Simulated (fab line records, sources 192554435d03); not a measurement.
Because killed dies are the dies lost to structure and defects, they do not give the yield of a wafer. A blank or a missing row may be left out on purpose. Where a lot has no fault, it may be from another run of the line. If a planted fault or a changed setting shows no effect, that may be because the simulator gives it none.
A lot that was struck, set against a sound lot / flow n5 finfet / 42 out of 1938 route steps
Sound: these wafers, L521.2, L521.4, L521.5. Wafers struck: L526.1, L526.2. The cause comes at the end.
For every step that has rows: the tool of each side, followed by ch and its chambers, followed by its first start. Under that, the readings that differ: sound wafers / struck wafers / difference of the means / sigmas: that difference in standard deviations of wafers without a fault.
alike: a reading whose means differ by less than 2 such deviations, as well as words and numbers matching on both sides. not compared: withheld readings; readings where some wafer has no value; bounds like >300 that might hide an equal value; numbers whose values overlap and for which the record gives no deviation.
The two part at a step that has a row with sigmas, a row that says differs or no value, or rows on one side only. Numbers that have no deviation but don't overlap get no sigmas and don't part them. A reading that every wafer of one side lacks parts them only if that side has two wafers or more.

first, 12 steps without rows for these wafers: N5_SD_EPI_N_STRIP_36 (strips in N2/H2); N5_SD_EPI_N_ETCHBACK_44 (etches SiNx in CH3F/O2, stops on SiO2, target depth 14.5 nm); N5_SD_EPI_N_ETCH_45 (etches SiOCN in CH3F/O2, target depth 6 nm); N5_SD_EPI_N_ETCH_16 (etches SiO2 in CHF3/O2, target depth 5 nm); N5_SD_EPI_N_STRIP_47 (strips in CHF3/O2); N5_SD_EPI_N_SD_RECESS_17 (chemistry HBr/Cl2/O2, target depth 41 nm, time 23.7 s, bt time 3 s); N5_SD_EPI_N_STRIP_38 (strips in N2/H2); N5_SD_EPI_N_WET_ETCH_43 (etches SiO2 in dHF, time 14 s, target depth 1.5 nm); N5_SD_EPI_N_STRIP_18 (strips in SPM, time 750 s); N5_SD_EPI_N_SRD_20 (time 30 s); N5_SD_EPI_N_PRECLEAN_48 (cleans in NF3:NH3, afs cycles 2, time 20 s, sublimation time 60 s); N5_SD_EPI_N_VAPOR_ETCH_50 (etches Si in HCl, time 54 s).
N5_SD_EPI_N_EPI_21: deposits Si:P, time 690 s.
  sound on epi rpcvd-01 ch 0, day 4 05:46; struck on epi rpcvd-01 ch 0, day 5 14:38
reading=model.Si-P_of_SD_EPI_N_EPI_21.thk nm (nm); sound=59.8 59.6 59.6; struck=64.8 65.8; difference=+5.6; sigmas=
N5_SD_EPI_N_EPI_MEAS_23:
  sound on film metro-01 at day 4 07:13; struck on film metro-01 at day 5 16:21
reading=thk nm (nm); sound=59.9 60.6 58.8; struck=64.6 67.5; difference=+6.3; sigmas=+5
then, 24 steps without rows for these wafers: N5_SD_EPI_N_PRECLEAN_24 (cleans in O3/DIW, time 60 s); N5_SD_EPI_N_SRD_25 (time 30 s); N5_SD_EPI_N_PRECLEAN_49 (cleans in NF3:NH3, afs cycles 1, time 20 s, sublimation time 60 s); N5_SD_EPI_N_LINER_46 (material SiNx, target thk 3 nm); N5_SD_EPI_P_COAT_34 (time 60 s, resist thk 350 nm); N5_SD_EPI_P_COAT_35 (time 60 s, resist thk 35 nm); N5_SD_EPI_P_COAT_03 (resist thk 150 nm); N5_SD_EPI_P_EBR_05; N5_SD_EPI_P_SOFTBAKE_04 (time 60 s); N5_SD_EPI_P_EXPOSE_06 (exposes mask SD P BLK, target cd 240 nm); N5_SD_EPI_P_PEB_07 (peb time 60 s); N5_SD_EPI_P_DEVELOP_08 (develop time 30 s); N5_SD_EPI_P_DESCUM_14 (chemistry O2, time 7.9 s); N5_SD_EPI_P_ETCH_36 (etches SiARC in CF4, target depth 45.5 nm, time 75.8 s); N5_SD_EPI_P_ETCH_37 (etches SOC in N2/H2, overetch 108 nm, time 486 s); N5_SD_EPI_P_STRIP_38 (strips in N2/H2); N5_SD_EPI_P_ETCHBACK_46 (etches SiNx in CH3F/O2, stops on SiO2, target depth 17.5 nm); N5_SD_EPI_P_ETCH_47 (etches SiOCN in CH3F/O2, target depth 25 nm); N5_SD_EPI_P_ETCH_16 (etches SiO2 in CHF3/O2, target depth 5 nm); N5_SD_EPI_P_STRIP_50 (strips in CHF3/O2); N5_SD_EPI_P_SD_RECESS_17 (chemistry HBr/Cl2/O2, target depth 39.1 nm, bt time 3 s); N5_SD_EPI_P_WET_ETCH_45 (etches SiO2 in dHF, time 10.7 s, target depth 2 nm, rinse time 30 s); N5_SD_EPI_P_STRIP_40 (strips in N2/H2); N5_SD_EPI_P_PRECLEAN_52 (cleans in O3/DIW, time 60 s).
N5_SD_ACTIVATION_RS_MEAS_03: uses a four-point probe to measure.
  sound on film metro-01 at day 4 13:35; struck on film metro-01 at day 5 22:43
reading=RS_SD_N (ohm/sq); sound=21.67 21.82 21.98; struck=19.69 19.66; difference=-2.15; sigmas=-7
  alike: RS_SD_P
N5_MOL_CONTACT_COAG_ETCH_15: etches SiNx in CH3F/O2, stops on Si:P, target depth 7 nm.
  sound on rie diel-06 ch 0,1,3, day 5 19:43; struck on rie diel-06 ch 1,3, day 7 04:41
reading=model.Si-P_of_SD_EPI_N_EPI_21.thk nm (nm); sound=58.8 58.8 58.8; struck=64 64.8; difference=+6; sigmas=
  alike: drypump motor current A, oes product au, rf fwd power W, rf vpp V, showerhead plenum p Torr, throttle valve pct
  not compared: rf hours counter h
-- record jumps: 3 days separate the struck wafers' starts on either side; left off in module MOL_CONTACT_COAG, taken up again in module BEOL_M4, whose first shown step is the route's number 1111 --
N5_BEOL_M4_RC_MEAS_101:
  sound on prober-01 ch 0, day 9 09:52; struck on prober-01 ch 0, day 10 15:16
reading=RS_SD_N (ohm/sq); sound=28.2 28.1 28.4; struck=25.7 25.3; difference=-2.7; sigmas=-7
reading=SS_N (mV/dec); sound=71.6 71.3 70.2; struck=72.6 72.1; difference=+1.3; sigmas=+2
  alike: DIBL_N, DIBL_P, IOFF_N, IOFF_P, ION_N, ION_P, SS_P, VT_N, VT_P
-- the record jumps here: 4 days lie between the struck wafers' starts before and after (it left off in module BEOL_M4 and takes up again in module PASSIVATION, whose first step shown is number 1936 of the route) --
N5_PASSIVATION_PROBE_49:
  sound on prober-01 at day 13 22:06; struck on prober-02 at day 14 20:14
reading=killed at contacts; sound=7 6 7; struck=19 22; difference=+14; sigmas=+2
  alike: defect limited yield, killed_at_M0_to_M3, killed_at_M4_up, killed at front end, killed at other, killed dies, killed open, killed short, sort_bin_5_function, sort_bin_6_memory, sort n pass, sort yield pct

WHERE THEY PART
Last at N5_PASSIVATION_PROBE_49 as far as this record goes, first at N5_SD_EPI_N_EPI_MEAS_23.

WHY: what had been put in by the simulator
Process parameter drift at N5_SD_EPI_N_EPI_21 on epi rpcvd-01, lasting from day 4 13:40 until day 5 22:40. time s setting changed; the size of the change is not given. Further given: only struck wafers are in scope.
